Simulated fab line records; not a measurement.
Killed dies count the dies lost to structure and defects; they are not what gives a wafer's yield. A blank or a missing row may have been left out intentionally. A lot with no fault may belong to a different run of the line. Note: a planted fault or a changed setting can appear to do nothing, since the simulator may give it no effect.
Chamber matching	flow n5-finfet	uv-cure-02 running N5_BEOL_M11_CURE_72: 3 sister chambers
The step cures SiCOH lowk, time 120 s. 6 wafers are shown with their chamber, then 11 later ones without.

== EACH WAFER AND ITS CHAMBER ==
wafer	chamber	lamp-power-pct (%)	wafer_temp_C_max
L082.4	1	52.22	371.9
L082.6	1	52.26	371.3
L085.2	2	52.40	372.3
L085.3	2	52.30	372.5
L090.3	0	52.29	372.1
L094.2	0	52.30	372.1

== WAFERS WITHOUT THEIR CHAMBER ==
wafer	lamp-power-pct (%)	wafer_temp_C_max
L094.3	52.27	371.6
L094.5	52.30	372.3
L093.2	52.31	371.6
L093.4	52.27	371.4
L093.6	52.36	371.4
L095.1	52.34	371.2
L095.4	52.37	371.0
L095.6	52.26	370.5
L092.1	52.41	371.3
L092.3	52.28	370.6
L092.4	52.30	370.8

== WHICH CHAMBER EACH ONE RAN IN ==
wafer	from the rows above	in truth
L094.3	can't be placed: 1 or 0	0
L094.5	can't be placed: 0 or 2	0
L093.2	can't be placed: 1 or 0 or 2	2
L093.4	can't be placed: 1 or 0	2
L093.6	can't be placed: 1 or 0 or 2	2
L095.1	can't be placed: 1 or 0 or 2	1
L095.4	can't be placed: 1 or 0 or 2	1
L095.6	can't be placed: 1 or 0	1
L092.1	can't be placed: 1 or 0 or 2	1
L092.3	can't be placed: 1 or 0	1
L092.4	can't be placed: 1 or 0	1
Placed correctly: 0 of 11. Unplaceable from these rows: 11, with the true chamber sitting among the candidates in 10. Number placed wrongly: 0.
How it was worked out, from the rows above alone: a wafer's distance from a chamber is the root of the sum, over the readings, of the square of ((its reading less the chamber's mean) divided by the reading's scatter). If the next closest chamber is less than 2 further off than the closest, the wafer can't be placed; otherwise it belongs to the closest. Each chamber's mean is taken over the wafers shown for it. How the scatter is found: for the shown wafers, subtract from each reading the mean of its chamber, square and add these, divide the total by (wafers less chambers), then take the root.
